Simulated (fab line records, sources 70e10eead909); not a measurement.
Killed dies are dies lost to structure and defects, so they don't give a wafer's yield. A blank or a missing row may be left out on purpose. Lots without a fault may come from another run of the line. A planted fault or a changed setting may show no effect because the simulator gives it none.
Which tool did it? | flow nand_harc | 6 lots, 18 wafers sampled, at 2 steps of a route of 1159

WHAT THE GAUGES READ, wafer by wafer
NHARC_A_BONDPAD_CD_MEAS_09: target cd 500 nm.
lot  | measured     | on        | cd_nm (nm)
L687 | day 18 06:57 | cd_sem-03 | 503.3 496.9 500.8
L688 | day 18 13:35 | cd_sem-02 | 497.4 498.2 499.3
L694 | day 20 04:44 | cd_sem-01 | 499.7 503.1 500.5
L695 | day 20 13:20 | cd_sem-01 | 499.2 500.1 496.7
L699 | day 21 05:42 | cd_sem-02 | 500.9 499.5 499.9
L703 | day 22 05:33 | cd_sem-03 | 498.7 495.1 497.7

WHICH TOOL RAN EACH LOT (tool, then ch and the chambers of the sampled wafers, then the start)
lot  | NHARC_A_M0_ECD_22
L687 | ecd_cu-01 ch 0,1, day 17 23:35
L688 | ecd_cu-01 ch 0,1, day 18 06:14
L694 | ecd_cu-02 ch 1, day 19 21:30
L695 | ecd_cu-02 ch 1, day 20 06:09
L699 | ecd_cu-02 ch 0,1, day 20 19:22
L703 | ecd_cu-02 ch 0,1, day 21 21:55
- NHARC_A_M0_ECD_22: material Cu, target thk 400 nm.

THE ANSWER, worked out from the rows above alone
Rule: what is usual is taken from the lots themselves. Put in order of their means at a reading, lots are off if they are a third of the lots or fewer, leave a main group of 4 or more, and stand apart from it by a gap of 3 or more times the standard deviation of the main group's means; of several such gaps the widest counts. A main group whose means are all the same, to the digits that the tables above print for the reading, isn't used. A lot without any number at a reading at which 4 lots or more have one is off too. The other lots that the step has rows for count as sound.
No lot is off at any reading shown: from this, nothing can be told.

WHAT THE SIMULATOR HAD PUT IN
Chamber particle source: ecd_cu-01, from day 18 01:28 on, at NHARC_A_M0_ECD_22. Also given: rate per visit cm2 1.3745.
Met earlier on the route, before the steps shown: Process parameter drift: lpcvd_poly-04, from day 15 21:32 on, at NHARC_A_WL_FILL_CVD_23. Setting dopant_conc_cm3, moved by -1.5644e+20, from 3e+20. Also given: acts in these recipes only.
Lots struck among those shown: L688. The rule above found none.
